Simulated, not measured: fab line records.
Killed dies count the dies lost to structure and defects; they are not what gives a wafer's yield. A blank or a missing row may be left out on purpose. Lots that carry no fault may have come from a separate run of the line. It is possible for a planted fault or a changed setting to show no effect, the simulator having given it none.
fab line records	flow n5_finfet
record lots=6	wafers=18	last_day=20
route steps=1938 shown BEOL_M1@824 BEOL_M4@1111
lots with no fault: from the same line, run without faults
start_h: start of the lot's first displayed wafer, in hours after the record's first day	wait_h: hours elapsed since this lot's preceding step	" repeats the value in the row above	L1.1+2: several wafers, shown together as one row	- value missing, or start not given	* or withheld: withheld	< > ~ a bound
route shown NAME@n: NAME is a module with steps in the file, n the number in the route of the first one	usual: mean/standard deviation taken from wafers without a fault	same: alike in all rows	chamber/n: place in a boat	sites: each site's reading	_std_site: their standard deviation	_edge_site: inner sites' mean taken away from outer sites' mean	radius_mm: how far each site lies from the wafer's centre	mask NAME#n: copy n	behind: the most recent tool/chamber to have shaped the wafer	hold: what put the lot on hold/how long, in hours/how the hold closed	device: the transistor (n, p or np) that didn't switch	end of line: tests of these same wafers at the route's end	for a step that has no rows: nothing shown but its recipe	killed: the dies lost at the first sort to structure and to defects; this is not the yield of the wafer	map: per-die view of a wafer (x killed, . not killed, _ where there is no die)
set.NAME: the setting as run; set.NAME@STEP: as run at that earlier step	model.NAME: the simulator's own value behind a step, which no gauge read
lots at some steps of the route; a table a step, a row a wafer
services: when a tool's chamber went out of use (start_h, in hours from the record's first day, below 0 if earlier), for how many hours, and the reason
## steps
# step N5_BEOL_M1_SPUTTER_90
# recipe material=Cu	target_thk_a=45	temp_c=-20	chamber_pressure_pa=0.07	power_w=withheld	time_s=8.29
# step N5_BEOL_M1_ANNEAL_91
# recipe temp_c=400	time_s=240	ambient=vacuum
# step N5_BEOL_M1_SPUTTER_92
# recipe material=Cu	target_thk_a=45	temp_c=-20	chamber_pressure_pa=0.07	power_w=withheld	time_s=8.29
# usual throttle_valve_pct=30.0/0.71
lot.wafer	tool	chamber	start_h	wait_h	throttle_valve_pct
L599.1	pvd_sputter-01	-	174.54	0.1	29.8
L599.5	"	-	"	"	29.1
L599.6	"	-	"	"	30.9
L600.1	pvd_sputter-03	-	178.25	0.1	28.8
L600.3	"	-	"	"	30.2
L600.5	"	-	"	"	30.2
L605.1	pvd_sputter-02	-	203.46	0.1	29.5
L605.2	"	-	"	"	29.5
L605.4	"	-	"	"	29.9
L609.1	pvd_sputter-01	-	224.43	0.1	31.2
L609.5	"	-	"	"	29.3
L609.6	"	-	"	"	29.7
L614.1	pvd_sputter-01	-	240.14	0.1	31.1
L614.2	"	-	"	"	29.8
L614.5	"	-	"	"	29.1
L615.1	pvd_sputter-03	-	242.74	0.1	30.4
L615.2	"	-	"	"	31.3
L615.6	"	-	"	"	29.9
# step N5_BEOL_M1_ANNEAL_93
# recipe temp_c=400	time_s=240	ambient=vacuum
# usual heater_power_w=781/67
lot.wafer	tool	chamber	start_h	wait_h	heater_power_w
L599.1	pvd_sputter-01	-	174.62	0.0	919
L599.5	"	-	"	"	789
L599.6	"	-	"	"	724
L600.1	pvd_sputter-03	-	178.33	0.0	668
L600.3	"	-	"	"	819
L600.5	"	-	"	"	827
L605.1	pvd_sputter-02	-	203.54	0.0	714
L605.2	"	-	"	"	713
L605.4	"	-	"	"	759
L609.1	pvd_sputter-01	-	224.51	0.0	737
L609.5	"	-	"	"	808
L609.6	"	-	"	"	845
L614.1	pvd_sputter-01	-	240.22	0.0	732
L614.2	"	-	"	"	924
L614.5	"	-	"	"	851
L615.1	pvd_sputter-03	-	242.82	0.0	820
L615.2	"	-	"	"	817
L615.6	"	-	"	"	753
# step N5_BEOL_M1_SPUTTER_94
# recipe material=Cu	target_thk_a=45	temp_c=-20	chamber_pressure_pa=0.07	power_w=withheld	time_s=8.29
# usual throttle_valve_pct=30.0/0.73
lot.wafer	tool	chamber	start_h	wait_h	throttle_valve_pct
L599.1	pvd_sputter-01	-	174.76	0.1	29.6
L599.5	"	-	"	"	29.2
L599.6	"	-	"	"	31.1
L600.1	pvd_sputter-03	-	178.47	0.1	28.8
L600.3	"	-	"	"	30.6
L600.5	"	-	"	"	30.2
L605.1	pvd_sputter-02	-	203.68	0.1	29.7
L605.2	"	-	"	"	29.3
L605.4	"	-	"	"	30.1
L609.1	pvd_sputter-01	-	224.65	0.1	31.3
L609.5	"	-	"	"	29.4
L609.6	"	-	"	"	29.7
L614.1	pvd_sputter-01	-	240.36	0.1	31.1
L614.2	"	-	"	"	29.9
L614.5	"	-	"	"	29.5
L615.1	pvd_sputter-03	-	242.96	0.1	30.4
L615.2	"	-	"	"	31.2
L615.6	"	-	"	"	29.6
# step N5_BEOL_M1_ANNEAL_95
# recipe temp_c=400	time_s=240	ambient=vacuum
# step N5_BEOL_M1_SPUTTER_96
# recipe material=Cu	target_thk_a=45	temp_c=-20	chamber_pressure_pa=0.07	power_w=withheld	time_s=8.29
# usual throttle_valve_pct=30.0/0.72
lot.wafer	tool	chamber	start_h	wait_h	throttle_valve_pct
L599.1	pvd_sputter-01	-	174.98	0.1	29.8
L599.5	"	-	"	"	29.5
L599.6	"	-	"	"	31.1
L600.1	pvd_sputter-03	-	178.69	0.1	28.6
L600.3	"	-	"	"	30.3
L600.5	"	-	"	"	30.4
L605.1	pvd_sputter-02	-	203.90	0.1	29.5
L605.2	"	-	"	"	29.3
L605.4	"	-	"	"	30.0
L609.1	pvd_sputter-01	-	224.87	0.1	31.1
L609.5	"	-	"	"	29.5
L609.6	"	-	"	"	29.4
L614.1	pvd_sputter-01	-	240.58	0.1	31.0
L614.2	"	-	"	"	29.9
L614.5	"	-	"	"	29.5
L615.1	pvd_sputter-03	-	243.18	0.1	30.5
L615.2	"	-	"	"	31.0
L615.6	"	-	"	"	29.5
# step N5_BEOL_M1_ECD_50
# recipe material=Cu	target_thk_a=3000
# step N5_BEOL_M1_ANNEAL_51
# recipe temp_c=225	time_s=90	ambient=N2
# step N5_BEOL_M1_CMP_52
# recipe stop_on=SiOC	t_overpolish_s=6.8	down_force_psi=1	platen_rpm=50	clearing_platen_down_force_psi=1.5	clearing_platen_rpm=50	post_cmp_clean=cu_alkaline	target_thk_nm=40	clearing_platen_pad_velocity_m_s=0.99484	pad_velocity_m_s=0.99484
# usual barrier_field_endpoint_s=24.8/0.88	clearing_platen_down_force_psi=1.500/0.0031	motor_current_A=6.2/0.5	overpolish_run_s=6.800/0.0094	pad_life_wafers=1057/710	slurry_flow_ml_min=150.0/0.53	time_to_endpoint_s=63/4.1
lot.wafer	tool	chamber	start_h	wait_h	barrier_field_endpoint_s	clearing_platen_down_force_psi	motor_current_A	overpolish_run_s	pad_life_wafers	slurry_flow_ml_min	time_to_endpoint_s
L599.1	cmp-04	1	175.75	0.4	25.9	1.505	5.9	6.790	417	150.4	65
L599.5	"	2	"	"	25.1	1.497	6.2	6.793	-	150.7	62
L599.6	"	3	"	"	24.2	1.495	6.8	6.792	-	149.6	54
L600.1	cmp-03	3	179.26	0.3	23.9	1.502	5.8	6.794	1442	150.4	62
L600.3	"	0	"	"	23.9	1.499	6.8	6.803	1443	150.2	61
L600.5	"	2	"	"	24.8	1.499	7.0	6.807	-	150.2	61
L605.4	cmp-01	0	204.52	0.2	24.4	1.503	7.2	6.810	1758	149.7	64
L605.1	"	1	"	"	24.6	1.498	5.5	6.798	1759	148.9	61
L605.2	"	3	"	"	24.3	1.501	5.7	6.800	1761	150.1	62
L609.1	cmp-01	0	225.57	0.3	25.8	1.504	6.8	6.798	1922	149.7	68
L609.6	"	2	"	"	25.2	1.501	5.8	6.803	-	150.2	62
L609.5	"	3	"	"	25.2	1.496	5.6	6.803	-	149.9	65
L614.1	cmp-04	0	241.51	0.7	24.5	1.500	5.6	6.802	1045	149.9	57
L614.2	"	2	"	"	24.2	1.496	6.2	6.803	1047	149.7	63
L614.5	"	0	"	"	24.3	1.500	5.8	6.797	-	150.1	60
L615.2	cmp-01	3	243.67	0.2	24.6	1.503	5.5	6.787	0	150.5	60
L615.1	"	1	"	"	22.5	1.504	5.2	6.789	2	149.4	55
L615.6	"	0	"	"	25.3	1.502	6.8	6.813	-	149.5	64
# step N5_BEOL_M1_PRE_CLEAN_60
# recipe gas=NH3/H2	time_s=15	temp_c=*	rf_power_w=300
# step N5_BEOL_M1_CO_CAP_55
# recipe material=Co	target_thk_a=20	temp_c=200	precursor=CCTBA/H2	pressure_torr=30	time_s=102.1
# usual heater_power_outer_w=126/10	heater_power_w=230/14	run_length_s=124.9/0.55
lot.wafer	tool	chamber	start_h	wait_h	heater_power_outer_w	heater_power_w	run_length_s	model.Co_of_BEOL_M1_CO_CAP_55.thk_nm
L599.1	cvd_co-01	2	176.01	0.0	136	242	125.1	1.8
L599.5	"	2	"	"	136	235	125.0	1.6
L599.6	"	0	"	"	133	231	125.8	2
L600.1	cvd_co-02	1	179.55	0.0	130	232	124.9	1.8
L600.3	"	0	"	"	104	204	125.1	1.8
L600.5	"	2	"	"	126	215	125.0	2
L605.1	cvd_co-01	2	204.89	0.0	132	232	58.6	0.6
L605.2	"	0	"	"	137	244	125.2	2
L605.4	"	1	"	"	123	247	124.0	2
L609.1	cvd_co-01	2	225.87	0.0	136	246	59.2	0.6
L609.5	"	1	"	"	128	246	57.5	0.8
L609.6	"	0	"	"	137	241	59.0	0.6
L614.1	cvd_co-02	0	241.94	0.0	104	205	124.9	2
L614.2	"	2	"	"	127	227	124.2	2
L614.5	"	1	"	"	132	219	124.9	1.8
L615.1	cvd_co-02	1	244.04	0.0	131	225	125.1	1.8
L615.2	"	0	"	"	103	203	124.8	2.2
L615.6	"	2	"	"	127	222	124.0	2
# step N5_BEOL_M1_PRE_CLEAN_56
# recipe gas=NH3	time_s=15	temp_c=withheld	rf_power_w=300
# step N5_BEOL_M4_RC_MEAS_101
# usual DIBL_N=36.1/2.3	DIBL_P=36/3.2	IOFF_N=0.16/0.045	IOFF_P=0.21/0.049	ION_N=674/14	ION_P=462/8.4	SS_N=71.6/0.83	SS_P=73.2/0.87	VT_N=249/3.8	VT_P=-250/3.4
lot.wafer	tool	chamber	start_h	wait_h	DIBL_N[mV/V]	DIBL_P[mV/V]	IOFF_N[nA/um]	IOFF_P[nA/um]	ION_N[uA/um]	ION_P[uA/um]	SS_N[mV/dec]	SS_P[mV/dec]	VT_N[mV]	VT_P[mV]
L600.1	prober-01	0	266.33	0.0	35.2	32	0.13	0.17	664	457	71.2	71.8	252	-253
L600.3	"	0	"	"	40.8	40	0.25	0.30	681	466	73.4	74.0	246	-246
L600.5	"	0	"	"	35.6	34	0.14	0.19	657	453	71.9	72.9	251	-250
L599.1	prober-01	0	271.70	0.0	37.5	40	0.19	0.26	696	476	72.0	74.0	245	-246
L599.5	"	0	"	"	34.7	36	0.13	0.20	669	470	70.9	72.6	248	-248
L599.6	"	0	"	"	33.6	34	0.12	0.17	655	450	71.6	72.8	253	-251
L605.1	prober-02	0	310.74	0.0	41.7	42	0.29	0.30	681	461	73.6	75.0	245	-248
L605.2	"	0	"	"	37.4	38	0.19	0.23	692	471	71.7	74.3	245	-251
L605.4	"	0	"	"	38.4	39	0.21	0.24	676	456	72.8	74.8	247	-251
L609.1	prober-02	0	317.41	0.0	38.7	39	0.18	0.27	694	480	72.5	74.5	248	-248
L609.5	"	0	"	"	34.2	33	0.11	0.19	669	468	71.1	72.6	251	-249
L609.6	"	0	"	"	34.9	34	0.12	0.22	648	457	71.4	72.3	252	-250
L614.1	prober-01	0	329.43	0.0	38.8	39	0.21	0.25	685	463	72.1	74.5	247	-249
L614.2	"	0	"	"	36.9	37	0.18	0.22	684	468	71.4	73.0	245	-251
L614.5	"	0	"	"	35.9	35	0.16	0.19	676	459	71.5	73.4	249	-253
L615.1	prober-01	0	354.89	0.0	36.6	38	0.16	0.21	665	455	72.2	73.6	249	-253
L615.2	"	0	"	"	37.1	39	0.17	0.21	666	450	72.2	74.7	248	-253
L615.6	"	0	"	"	36.1	38	0.17	0.19	683	466	72.7	73.5	247	-255
## services
tool	chamber	start_h	hours	kind
cmp-01	-	155.52	4.0	repair
cvd_co-01	-	157.58	0.9	repair
cmp-04	-	172.27	0.4	repair
cmp-03	-	183.47	7.5	pm
cvd_co-02	-	188.89	6.0	pm
cmp-01	-	210.51	4.5	pm
cvd_co-01	1	211.05	4.3	repair
cmp-01	-	215.48	1.9	repair
pvd_sputter-03	-	216.35	1.0	repair
cmp-01	-	219.16	0.4	repair
cmp-03	-	228.22	1.7	repair
cmp-01	-	239.16	4.0	pm
cmp-01	-	243.16	-	consumable_replace:conditioner
cmp-01	-	243.16	-	consumable_replace:pad
## key
first_sign step=N5_BEOL_M1_CO_CAP_55	reading=run_length_s	direction=down	sigmas=99+	usual=*	struck=*
effect none on later readings
model_effect step=N5_BEOL_M1_CO_CAP_55	value=Co_of_BEOL_M1_CO_CAP_55.thk_nm	without=1.95	struck=0.65
met_at N5_BEOL_M1_CO_CAP_55
struck_wafers L605.1,L609.1,L609.5,L609.6
onset_between 176.01 204.89
fault kind=process_parameter_drift	tool=cvd_co-01	chamber=-	onset_h=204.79	steps=N5_BEOL_M1_CO_CAP_55	channel=time_s	offset=*	shape=step	end_h=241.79	scope=struck_wafers_only	acts_in=*	stated=*
